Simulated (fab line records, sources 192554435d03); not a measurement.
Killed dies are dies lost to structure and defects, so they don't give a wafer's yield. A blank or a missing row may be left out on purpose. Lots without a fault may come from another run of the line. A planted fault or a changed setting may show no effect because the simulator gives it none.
Split-lot experiment | flow n5_finfet | 7 lots, 21 wafers read, on a route of 1938 steps

THE SPLIT
At N5_BEOL_M13_ETCH_68 (etches SOC in N2/H2, time 355 s), the setting time_s was moved away from the recipe's 355 s on 6 of the 21 wafers read, by -14.9% to +19.9%. The other wafers ran this setting at the recipe's value.

The reading is taken at the split's own step.

THE READING
SiARC_of_BEOL_M13_COAT_66.thk_nm (the simulator's own value, which no gauge read), in nm, at N5_BEOL_M13_ETCH_68 (etches SOC in N2/H2, time 355 s). The file gives no usual value for it. The 15 wafers here that ran the recipe average 76.9 nm, standard deviation 0.73 nm.

wafer  | tool, chamber at the split | time_s as run, s | against the recipe | SiARC_of_BEOL_M13_COAT_66.thk_nm, nm | against lot-mates on the recipe
L075.1 | rie_diel-02, 0             | 379.1            | +6.8%              | 74.2                                 | -3.0
L075.2 | rie_diel-02, 2             | 379.1            | +6.8%              | 73.6                                 | -3.6
L075.4 | rie_diel-02, 1             | 355              | recipe             | 77.2                                 | -
L082.2 | rie_diel-02, 2             | 355              | recipe             | 76.2                                 | -
L082.3 | rie_diel-02, 1             | 355              | recipe             | 75.8                                 | -
L082.5 | rie_diel-02, 2             | 355              | recipe             | 76.4                                 | -
L085.4 | rie_diel-06, 0             | 302.2            | -14.9%             | 82.2                                 | +4.8
L085.5 | rie_diel-06, 0             | 302.2            | -14.9%             | 82.2                                 | +4.8
L085.6 | rie_diel-06, 3             | 355              | recipe             | 77.4                                 | -
L086.2 | rie_diel-06, 2             | 355              | recipe             | 77                                   | -
L086.3 | rie_diel-06, 1             | 355              | recipe             | 76.2                                 | -
L086.4 | rie_diel-06, 0             | 425.8            | +19.9%             | 70.6                                 | -6.0
L087.1 | rie_diel-02, 3             | 355              | recipe             | 77.4                                 | -
L087.2 | rie_diel-02, 0             | 355              | recipe             | 77                                   | -
L087.6 | rie_diel-02, 1             | 355              | recipe             | 75.8                                 | -
L089.1 | rie_diel-04, 0             | 355              | recipe             | 78                                   | -
L089.2 | rie_diel-04, 3             | 355              | recipe             | 76.6                                 | -
L089.4 | rie_diel-04, 0             | 355              | recipe             | 78.4                                 | -
L091.1 | rie_diel-06, 2             | 355              | recipe             | 77.2                                 | -
L091.4 | rie_diel-06, 0             | 312.2            | -12.1%             | 81.2                                 | +4.1
L091.6 | rie_diel-06, 2             | 355              | recipe             | 77                                   | -

THE FIT
A straight line over all 21 wafers: SiARC_of_BEOL_M13_COAT_66.thk_nm changes by -0.349 nm for each +1% of time_s; r = -0.97; the points scatter about the line by 0.7 nm.
The same after taking each lot's own level away (the mean of its wafers on the recipe; 21 wafers): -0.332 nm for each +1%; r = -0.97; scatter 0.58 nm.
On that fit, the largest move of time_s shifts the reading by 6.6 nm.
The lots' own levels span 76.13 to 77.67 nm, that is 2.1 times the standard deviation above.
So the lot-to-lot level changes the slope little: the two slopes agree.
Check: with one of the wafers moved furthest among these (+19.9%) left out of the fit, the line predicts -7.22 nm for it against its lot-mates. It came out at -6 nm against them.

OTHER SPLITS ON THESE WAFERS
These wafers also went through other splits before the reading. Each is held against what the fit with the lots' levels taken away leaves over:
other split on the same wafers        | wafers away from the commonest value | r with SiARC_of_BEOL_M13_COAT_66.thk_nm (lot level and that fit taken away)
N5_BEOL_M7_DESCUM_33 time_s           | 5                                    | +0.20
N5_BEOL_M8_ETCH_61 bias_w             | 9                                    | -0.39
N5_BEOL_M8_ETCH_62 source_w           | 9                                    | +0.05
N5_BEOL_M9_COAT_60 spin_rpm           | 8                                    | +0.23
N5_BEOL_M9_EXPOSE_08 dose_mj          | 7                                    | -0.27
N5_BEOL_M10_COAT_64 spin_rpm          | 6                                    | +0.01
N5_BEOL_M10_DEVELOP_27 develop_time_s | 7                                    | -0.12
N5_BEOL_M11_PECVD_70 time_s           | 11                                   | -0.04
N5_BEOL_M11_DEP_56 time_s             | 6                                    | +0.24

THE FILE'S OWN FIT
SiARC_of_BEOL_M13_COAT_66.thk_nm changes by -0.324 nm for each +1% of time_s, r = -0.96.
